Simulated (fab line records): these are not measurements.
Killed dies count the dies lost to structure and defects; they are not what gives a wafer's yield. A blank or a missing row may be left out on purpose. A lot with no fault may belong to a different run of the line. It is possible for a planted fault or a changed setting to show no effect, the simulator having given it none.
fab line records    flow n5_finfet
record: lots: 4  wafers: 11  last_day: 17
route steps=1938 shown BEOL_M4@1041 PASSIVATION@1936
lots untouched by any fault: they come from a run of this same line in which no faults occurred
start_h: hours from the record's opening day to when the first of the lot's shown wafers began    wait_h: time in hours since the lot's previous step    " repeats the value in the row above    L1.1+2: several wafers, shown together as one row    - no value present, or no start provided    * or withheld: withheld    < > ~ a bound
route shown NAME@n: NAME is a module with steps in the file, n the number in the route of the first one    usual: average and standard deviation across the fault-free wafers    same: alike in all rows    chamber/n: place in a boat    sites: readings site by site    _std_site: their standard deviation    _edge_site: mean of outer sites minus mean of inner sites    radius_mm: for every site, how far away it sits from the centre of the wafer    mask NAME#n: copy n    behind: the last tool/chamber to shape the wafer    hold: cause of the lot's hold/its duration in hours/its outcome    device: names the non-switching transistor (n, p or np)    end of line: tests run on the same wafers once the route is complete    a step given without rows: its recipe and nothing more    killed: the dies lost at the first sort to structure and to defects; this is not the yield of the wafer    map: a wafer's dies, x killed, . not, _ none there
set.NAME: the setting the step ran with; set.NAME@STEP: the setting that earlier step ran with    model.NAME: the simulator's own value behind a step, which no gauge read
lots seen at some steps along the route; tables by step, rows by wafer
services: when a tool's chamber went out of use (start_h, in hours from the record's first day, below 0 if earlier), for how many hours, and the reason
== steps ==
step: N5_BEOL_M4_STRIP_65
recipe: chemistry: N2/H2  temp_c: 40  n2_flow_sccm: 200  h2_flow_sccm: 200  rf_frequency_hz: 6e+07
step: N5_BEOL_M4_STRIP_75
recipe: chemistry: N2/H2  temp_c: 40  n2_flow_sccm: 200  h2_flow_sccm: 200  rf_frequency_hz: 6e+07
step: N5_BEOL_M4_STRIP_66
recipe: chemistry: CF4  resist: SiARC  power_w: 300  bias_power_w: 75  pressure_mtorr: 50  cf4_flow_sccm: 150  rf_frequency_hz: 6e+07
step: N5_BEOL_M4_HM_OPEN_17
recipe: chemistry: Cl2/BCl3  target_depth_a: 200  overetch_a: 60  target: TiN  mask_material: SOC  ion_energy_ev: 150  pressure_mtorr: 10  icp_w: 1000  bias_w: 126  Cl2_flow_sccm: 53.25  bcl3_flow_sccm: 21.75  Ar_flow_sccm: 25
step: N5_BEOL_M4_STRIP_19
recipe: chemistry: O2  power_w: 400  temp_c: 40  pressure_mtorr: 30  rf_frequency_hz: 6e+07  bias_power_w: 0  overash_fraction: 0.2  o2_flow_sccm: 225
step: N5_BEOL_M4_COAT_67
recipe: resist: SOC  temp_c: 250  time_s: 60  spin_rpm: 1500  resist_thk_nm: 60
step: N5_BEOL_M4_COAT_68
recipe: resist: SiARC  temp_c: 220  time_s: 60  spin_rpm: 1500  resist_thk_nm: 12
step: N5_BEOL_M4_COAT_76
recipe: resist: underlayer  temp_c: 205  time_s: 60  spin_rpm: 1500  resist_thk_nm: 5
step: N5_BEOL_M4_COAT_22
recipe: resist: CAR-EUV  spin_rpm: 1500  resist_thk_nm: 30
step: N5_BEOL_M4_EBR_24
recipe: solvent: PGMEA  ebr_width_mm: 1.5
step: N5_BEOL_M4_SOFTBAKE_23
recipe: temp_c: 110  time_s: 60  resist: CAR-EUV
step: N5_BEOL_M4_EXPOSE_25
recipe: mask_id: V3  na: 0.33  source_shape: quasar  sigma_inner: 0.2  sigma_outer: 0.8  polarization: unpolarized  defocus_nm: 5  dose_mj: 63
usual: exposure_dose_mJ_cm2: 63.6/0.37
lot.wafer  tool            chamber  start_h  wait_h  mask  exposure_dose_mJ_cm2
L402.1     euv_scanner-01  0        187.16   -       V3#0  63.7
L402.4     "               0        "        "       V3#0  63.8
L402.6     "               0        "        "       V3#0  63.8
L407.3     euv_scanner-02  0        197.45   -       V3#0  62.8
L407.4     "               0        "        "       V3#0  62.9
L407.6     "               0        "        "       V3#0  63.0
L421.3     euv_scanner-01  0        290.54   -       V3#0  63.8
L421.4     "               0        "        "       V3#0  63.7
L421.6     "               0        "        "       V3#0  63.7
L422.3     euv_scanner-01  0        294.66   -       V3#0  63.8
L422.6     "               0        "        "       V3#0  63.7
step: N5_BEOL_M4_PEB_26
recipe: peb_temp_c: 100  peb_time_s: 60  resist: CAR-EUV
step: N5_BEOL_M4_DEVELOP_27
recipe: develop_time_s: 30  developer: TMAH  resist: CAR-EUV  rinse_liquid: surfactant_rinse  dry: air_spin  dev_temp_c: 23
step: N5_BEOL_M4_CD_MEAS_28
recipe: target_cd_nm: 26.2  landing_energy_ev: 500  detector: se_inlens  target_cd_y_nm: 24.1  polarity: opening
usual: cd_nm: 26.17/0.25
lot.wafer  tool       chamber  start_h  wait_h  cd_nm
L402.1     cd_sem-03  0        187.30   -       26.10
L402.4     "          0        "        "       25.73
L402.6     "          0        "        "       25.97
L407.3     cd_sem-01  0        197.58   -       26.18
L407.4     "          0        "        "       26.36
L407.6     "          0        "        "       26.36
L421.3     cd_sem-03  0        290.67   -       26.02
L421.4     "          0        "        "       26.34
L421.6     "          0        "        "       18.51
L422.3     cd_sem-02  0        294.79   -       26.15
L422.6     "          0        "        "       19.02
step: N5_BEOL_M4_DESCUM_33
recipe: chemistry: O2  time_s: 7  source_power_w: 50  bias_power_w: 20  pressure_mtorr: 20  rf_frequency_hz: 2.712e+07  temp_c: 40  resist: CAR-EUV  o2_flow_sccm: 225
step: N5_BEOL_M4_ETCH_77
recipe: chemistry: N2/H2  target: underlayer  target_depth_a: 65  mask_material: CAR-EUV  time_s: 5.2  ion_energy_ev: 200  pressure_mtorr: 30  source_w: 840  bias_w: 150  n2_flow_sccm: 200  h2_flow_sccm: 200  ends: cleared
step: N5_BEOL_M4_ETCH_69
recipe: chemistry: CF4  target: SiARC  target_depth_a: 156  mask_material: CAR-EUV  time_s: 26  ion_energy_ev: 80  pressure_mtorr: 40  source_w: 545  bias_w: 36  Ar_flow_sccm: 100  cf4_flow_sccm: 100  ends: cleared
step: N5_BEOL_M4_ALD_98
recipe: material: SiO2  target_thk_a: 25  temp_c: 100  ald_precursor_family: BDEAS  ald_co_reactant: O2-plasma  pulse_time_s: 1  co_reactant_pulse_time_s: 1  purge_time_s: 2  co_reactant_purge_time_s: 2  ald_cycles: 17  pressure_torr: 2
step: N5_BEOL_M4_ETCHBACK_99
recipe: chemistry: CHF3  target: SiO2  target_depth_a: 50  time_s: 10.4  source_w: 215  bias_w: 47  Ar_flow_sccm: 200  CHF3_flow_sccm: 12  ion_energy_ev: 100  pressure_mtorr: 30
step: N5_BEOL_M4_ETCH_70
recipe: chemistry: N2/H2  target: SOC  target_depth_a: 800  overetch_a: 240  mask_material: SiARC  temp_c: 40  time_s: 130  ion_energy_ev: 200  pressure_mtorr: 30  source_w: 840  bias_w: 150  n2_flow_sccm: 200  h2_flow_sccm: 200
step: N5_BEOL_M4_STRIP_71
recipe: chemistry: N2/H2  temp_c: 40  n2_flow_sccm: 200  h2_flow_sccm: 200  rf_frequency_hz: 6e+07
step: N5_BEOL_M4_STRIP_78
recipe: chemistry: N2/H2  temp_c: 40  n2_flow_sccm: 200  h2_flow_sccm: 200  rf_frequency_hz: 6e+07
step: N5_BEOL_M4_VIA_ETCH_34
recipe: chemistry: C4F6/O2  target_depth_a: 694  mask_material: SOC  pressure_mtorr: 15  ion_energy_ev: 250  taper_deg: 4  time_s: 65.9  source_w: 350  bias_w: 170  Ar_flow_sccm: 300  C4F6_flow_sccm: 10  O2_flow_sccm: 10
step: N5_BEOL_M4_STRIP_83
recipe: chemistry: C4F6/O2  resist: SiARC  rf_frequency_hz: 6e+07
step: N5_BEOL_M4_STRIP_36
recipe: chemistry: N2/H2  power_w: 450  temp_c: 40  pressure_mtorr: 20  rf_frequency_hz: 6e+07  overash_fraction: 0.3  bias_power_w: 7  h2_frac: 0.5  n2_flow_sccm: 200  h2_flow_sccm: 200
step: N5_BEOL_M4_TRENCH_ETCH_37
recipe: chemistry: C4F6/O2  target_depth_a: 555.55  target: SiOC  time_s: 29.2  ion_energy_ev: 250  pressure_mtorr: 30  source_w: 355  bias_w: 185  Ar_flow_sccm: 300  C4F6_flow_sccm: 10  O2_flow_sccm: 10
step: N5_BEOL_M4_ETCH_41
recipe: chemistry: CH3F/O2  target: SiCN  target_depth_a: 299  taper_deg: 2  time_s: 52.5  ion_energy_ev: 120  mask_material: TiN  pressure_mtorr: 30  source_w: 395  bias_w: 75  Ar_flow_sccm: 150  CH3F_flow_sccm: 30  O2_flow_sccm: 20
step: N5_BEOL_M4_STRIP_97
recipe: chemistry: N2/H2  time_s: 10  power_w: 450  temp_c: 40  pressure_mtorr: 20  rf_frequency_hz: 6e+07  bias_power_w: 7  n2_flow_sccm: 200  h2_flow_sccm: 200
step: N5_BEOL_M4_HM_STRIP_39
recipe: chemistry: peroxide_tin_strip  material: TiN  target_depth_a: 250  temp_c: 50  time_s: 158
step: N5_BEOL_M4_SRD_40
recipe: time_s: 30  temp_c: 23  rinse_liquid: diw  dry: ipa_marangoni
step: N5_BEOL_M4_PRECLEAN_42
recipe: chemistry: residue_remover  time_s: 60  temp_c: 40
step: N5_BEOL_M4_SRD_43
recipe: time_s: 30  temp_c: 23  rinse_liquid: diw  dry: ipa_marangoni
step: N5_BEOL_M4_DEGAS_44
recipe: ambient: vacuum  temp_c: 250  time_s: 60
step: N5_BEOL_M4_PRE_CLEAN_45
recipe: gas: H2/He  time_s: 30  temp_c: 250
step: N5_BEOL_M4_ALD_84
recipe: material: TaN  target_thk_a: *  temp_c: 275  ald_precursor_family: PDMAT  ald_co_reactant: NH3  pressure_torr: 3  carrier_flow_sccm: 1500  pulse_time_s: 2  purge_time_s: 3  co_reactant_purge_time_s: 2  co_reactant_pulse_time_s: 3  ald_cycles: 30  precursor_vessel_temp_c: 75  precursor_vessel_pressure_torr: 26.25  precursor_vessel_carrier_sccm: 1000
step: N5_BEOL_M4_SURFACE_TREAT_85
recipe: gas: Ar  time_s: *  ion_energy_ev: *  ion_current_ma_cm2: 0.5  pressure_mtorr: *  ar_flow_sccm: 30
step: N5_BEOL_M4_RC_MEAS_101
usual: DIBL_N: 35.8/1.8  DIBL_P: 35.6/2  IOFF_N: 0.148/0.028  IOFF_P: 0.20/0.034  ION_N: 672/12  ION_P: 462/8.5  SS_N: 71.2/0.65  SS_P: 73.1/0.67  VT_N: 251/3.3  VT_P: -251/3.8
lot.wafer  tool       chamber  start_h  wait_h  DIBL_N[mV/V]  DIBL_P[mV/V]  IOFF_N[nA/um]  IOFF_P[nA/um]  ION_N[uA/um]  ION_P[uA/um]  SS_N[mV/dec]  SS_P[mV/dec]  VT_N[mV]  VT_P[mV]
L402.1     prober-01  0        192.46   0.0     37.5          35.6          0.150          0.23           661           466           71.5          74.0          251       -247
L402.4     "          0        "        "       38.5          36.8          0.173          0.25           655           457           72.3          74.1          250       -245
L402.6     "          0        "        "       37.6          34.2          0.142          0.20           647           452           71.7          72.4          253       -252
L407.3     prober-01  0        204.53   0.3     34.5          34.1          0.130          0.21           667           461           70.9          72.8          254       -248
L407.4     "          0        "        "       34.9          34.2          0.126          0.21           667           468           70.9          72.9          253       -248
L407.6     "          0        "        "       34.5          32.8          0.126          0.19           676           471           70.6          73.7          253       -252
L421.3     prober-02  0        307.18   0.3     34.2          33.6          0.128          0.18           679           463           70.3          72.2          254       -252
L421.4     "          0        "        "       34.9          33.6          0.130          0.17           678           462           71.0          72.6          253       -252
L422.3     prober-02  0        311.02   0.3     34.3          34.4          0.142          0.20           690           471           70.7          72.1          253       -250
step: N5_PASSIVATION_PROBE_49
usual: defect_limited_yield: 91.3/1.5  killed_at_M0_to_M3: 34/11  killed_at_M4_up: 14/6.1  killed_at_contacts: 12/5.9  killed_at_front_end: 39/11  killed_at_other: 4/3.3  killed_dies: 102/18  killed_on_rim: 13/3.8  killed_open: 67/13  killed_short: 33/7.9  sort_bin_5_function: 5.1/1  sort_bin_6_memory: 3.3/0.7  sort_bin_8_speed: 0.1/0.69  sort_n_pass: 1077/19  sort_yield_pct: 91.3/1.6
same: gross_dies: 1180  killed_at_back_side: 0  sort_bin_4_leakage[%]: 0
lot.wafer  tool       chamber  start_h  wait_h  defect_limited_yield[%]  killed_at_M0_to_M3  killed_at_M4_up  killed_at_contacts  killed_at_front_end  killed_at_other  killed_dies  killed_on_rim  killed_open  killed_short  sort_bin_5_function[%]  sort_bin_6_memory[%]  sort_bin_8_speed[%]  sort_n_pass  sort_yield_pct[%]
L407.3     prober-01  -        306.65   0.1     92.1                     18                  6                17                  43                   9                93           14             56           35            4.3                     3.3                   0                    1087         92.1
L422.6     prober-01  -        404.44   0.3     0                        27                  1102             8                   42                   1                1180         152            68           26            7.0                     2.9                   0                    0            0
L421.6     prober-01  -        405.72   0.3     0                        43                  1067             29                  35                   6                1180         152            96           48            10.1                    4.1                   0                    0            0
killed by level:class
L407.3 MOL_CONTACT_COAG:geometric_particle:open=13 STI_FIN_REVEAL:geometric_particle:open=10 GATE_CUT:geometric_particle:short=9 FIN_SAQP:geometric_particle:open=7 BEOL_M3:geometric_particle:open=6 STI_FIN_REVEAL:geometric_particle:short=5 BEOL_M0_SAQP:geometric_particle:open=4 DUMMY_GATE:geometric_particle:open=4
L422.6 BEOL_M4:area_expose=1086 STI_FIN_REVEAL:geometric_particle:open=13 FIN_SAQP:geometric_particle:open=9 BEOL_M0_SAQP:geometric_particle:open=6 DUMMY_GATE:geometric_particle:open=5 MOL_CONTACT_COAG:geometric_particle:open=5 BEOL_M1:geometric_particle:open=5 BEOL_M0_SAQP:geometric_particle:short=4
L421.6 BEOL_M4:area_expose=1034 MOL_CONTACT_COAG:geometric_particle:open=23 BEOL_M4:geometric_particle:open=18 BEOL_M3:geometric_particle:open=11 BEOL_M0_SAQP:geometric_particle:short=9 BEOL_M2:geometric_particle:open=7 STI_FIN_REVEAL:geometric_particle:open=6 FIN_SAQP:geometric_particle:short=5
map L421.6 (x killed, . not)
_________________xxxxxxxxxxxx________________
______________xxxxxxxxxxxxxxxxxx_____________
___________xxxxxxxxxxxxxxxxxxxxxxxx__________
__________xxxxxxxxxxxxxxxxxxxxxxxxxx_________
________xxxxxxxxxxxxxxxxxxxxxxxxxxxxxx_______
_______xxxxxxxxxxxxxxxxxxxxxxxxxxxxxxxx______
______xxxxxxxxxxxxxxxxxxxxxxxxxxxxxxxxxx_____
_____xxxxxxxxxxxxxxxxxxxxxxxxxxxxxxxxxxxx____
____xxxxxxxxxxxxxxxxxxxxxxxxxxxxxxxxxxxxxx___
___xxxxxxxxxxxxxxxxxxxxxxxxxxxxxxxxxxxxxxxx__
___xxxxxxxxxxxxxxxxxxxxxxxxxxxxxxxxxxxxxxxx__
__xxxxxxxxxxxxxxxxxxxxxxxxxxxxxxxxxxxxxxxxxx_
__xxxxxxxxxxxxxxxxxxxxxxxxxxxxxxxxxxxxxxxxxx_
_xxxxxxxxxxxxxxxxxxxxxxxxxxxxxxxxxxxxxxxxxxxx
_xxxxxxxxxxxxxxxxxxxxxxxxxxxxxxxxxxxxxxxxxxxx
_xxxxxxxxxxxxxxxxxxxxxxxxxxxxxxxxxxxxxxxxxxxx
_xxxxxxxxxxxxxxxxxxxxxxxxxxxxxxxxxxxxxxxxxxxx
_xxxxxxxxxxxxxxxxxxxxxxxxxxxxxxxxxxxxxxxxxxxx
_xxxxxxxxxxxxxxxxxxxxxxxxxxxxxxxxxxxxxxxxxxxx
_xxxxxxxxxxxxxxxxxxxxxxxxxxxxxxxxxxxxxxxxxxxx
_xxxxxxxxxxxxxxxxxxxxxxxxxxxxxxxxxxxxxxxxxxxx
__xxxxxxxxxxxxxxxxxxxxxxxxxxxxxxxxxxxxxxxxxx_
__xxxxxxxxxxxxxxxxxxxxxxxxxxxxxxxxxxxxxxxxxx_
___xxxxxxxxxxxxxxxxxxxxxxxxxxxxxxxxxxxxxxxx__
___xxxxxxxxxxxxxxxxxxxxxxxxxxxxxxxxxxxxxxxx__
____xxxxxxxxxxxxxxxxxxxxxxxxxxxxxxxxxxxxxx___
_____xxxxxxxxxxxxxxxxxxxxxxxxxxxxxxxxxxxx____
______xxxxxxxxxxxxxxxxxxxxxxxxxxxxxxxxxx_____
_______xxxxxxxxxxxxxxxxxxxxxxxxxxxxxxxx______
________xxxxxxxxxxxxxxxxxxxxxxxxxxxxxx_______
__________xxxxxxxxxxxxxxxxxxxxxxxxxx_________
___________xxxxxxxxxxxxxxxxxxxxxxxx__________
______________xxxxxxxxxxxxxxxxxx_____________
_________________xxxxxxxxxxxx________________
map L422.6 (x killed, . not)
_________________xxxxxxxxxxxx________________
______________xxxxxxxxxxxxxxxxxx_____________
___________xxxxxxxxxxxxxxxxxxxxxxxx__________
__________xxxxxxxxxxxxxxxxxxxxxxxxxx_________
________xxxxxxxxxxxxxxxxxxxxxxxxxxxxxx_______
_______xxxxxxxxxxxxxxxxxxxxxxxxxxxxxxxx______
______xxxxxxxxxxxxxxxxxxxxxxxxxxxxxxxxxx_____
_____xxxxxxxxxxxxxxxxxxxxxxxxxxxxxxxxxxxx____
____xxxxxxxxxxxxxxxxxxxxxxxxxxxxxxxxxxxxxx___
___xxxxxxxxxxxxxxxxxxxxxxxxxxxxxxxxxxxxxxxx__
___xxxxxxxxxxxxxxxxxxxxxxxxxxxxxxxxxxxxxxxx__
__xxxxxxxxxxxxxxxxxxxxxxxxxxxxxxxxxxxxxxxxxx_
__xxxxxxxxxxxxxxxxxxxxxxxxxxxxxxxxxxxxxxxxxx_
_xxxxxxxxxxxxxxxxxxxxxxxxxxxxxxxxxxxxxxxxxxxx
_xxxxxxxxxxxxxxxxxxxxxxxxxxxxxxxxxxxxxxxxxxxx
_xxxxxxxxxxxxxxxxxxxxxxxxxxxxxxxxxxxxxxxxxxxx
_xxxxxxxxxxxxxxxxxxxxxxxxxxxxxxxxxxxxxxxxxxxx
_xxxxxxxxxxxxxxxxxxxxxxxxxxxxxxxxxxxxxxxxxxxx
_xxxxxxxxxxxxxxxxxxxxxxxxxxxxxxxxxxxxxxxxxxxx
_xxxxxxxxxxxxxxxxxxxxxxxxxxxxxxxxxxxxxxxxxxxx
_xxxxxxxxxxxxxxxxxxxxxxxxxxxxxxxxxxxxxxxxxxxx
__xxxxxxxxxxxxxxxxxxxxxxxxxxxxxxxxxxxxxxxxxx_
__xxxxxxxxxxxxxxxxxxxxxxxxxxxxxxxxxxxxxxxxxx_
___xxxxxxxxxxxxxxxxxxxxxxxxxxxxxxxxxxxxxxxx__
___xxxxxxxxxxxxxxxxxxxxxxxxxxxxxxxxxxxxxxxx__
____xxxxxxxxxxxxxxxxxxxxxxxxxxxxxxxxxxxxxx___
_____xxxxxxxxxxxxxxxxxxxxxxxxxxxxxxxxxxxx____
______xxxxxxxxxxxxxxxxxxxxxxxxxxxxxxxxxx_____
_______xxxxxxxxxxxxxxxxxxxxxxxxxxxxxxxx______
________xxxxxxxxxxxxxxxxxxxxxxxxxxxxxx_______
__________xxxxxxxxxxxxxxxxxxxxxxxxxx_________
___________xxxxxxxxxxxxxxxxxxxxxxxx__________
______________xxxxxxxxxxxxxxxxxx_____________
_________________xxxxxxxxxxxx________________
== services ==
tool            chamber  start_h  hours  kind
euv_scanner-02  -        181.99   1.9    repair
euv_scanner-01  0        195.27   -      calibration
euv_scanner-02  0        212.14   -      calibration
euv_scanner-02  -        215.68   1.0    pm
euv_scanner-01  -        216.74   1.0    pm
euv_scanner-01  -        218.13   0.9    repair
euv_scanner-02  -        231.38   24.5   repair
euv_scanner-01  -        261.75   1.1    repair
euv_scanner-02  -        269.73   1.0    pm
euv_scanner-01  -        272.18   1.0    pm
euv_scanner-02  -        276.04   4.6    pm
== key ==
first_sign: step: N5_BEOL_M4_CD_MEAS_28  reading: cd_nm  direction: down  sigmas: 29  usual: 26.17  struck: 18.77
effect: step: N5_PASSIVATION_PROBE_49  reading: killed_at_M4_up  direction: up  sigmas: 99+  usual: 14  struck: 1084
more_kills_born_at: N5_BEOL_M4_EXPOSE_25@euv_scanner-01: 2119
met_at N5_BEOL_M4_EXPOSE_25
struck_wafers L421.6,L422.6
later_rows_left_out L421.6,L422.6
onset_between 187.16 290.54
fault: kind: process_parameter_drift  tool: euv_scanner-01  chamber: -  onset_h: 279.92  steps: N5_BEOL_M4_EXPOSE_25  channel: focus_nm  offset: 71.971  shape: step  end_h: 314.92  scope: struck_wafers_only
later_rows_left_out: the simulator's readings of these wafers behind a module that went badly wrong aren't trusted and aren't shown, but for the sort
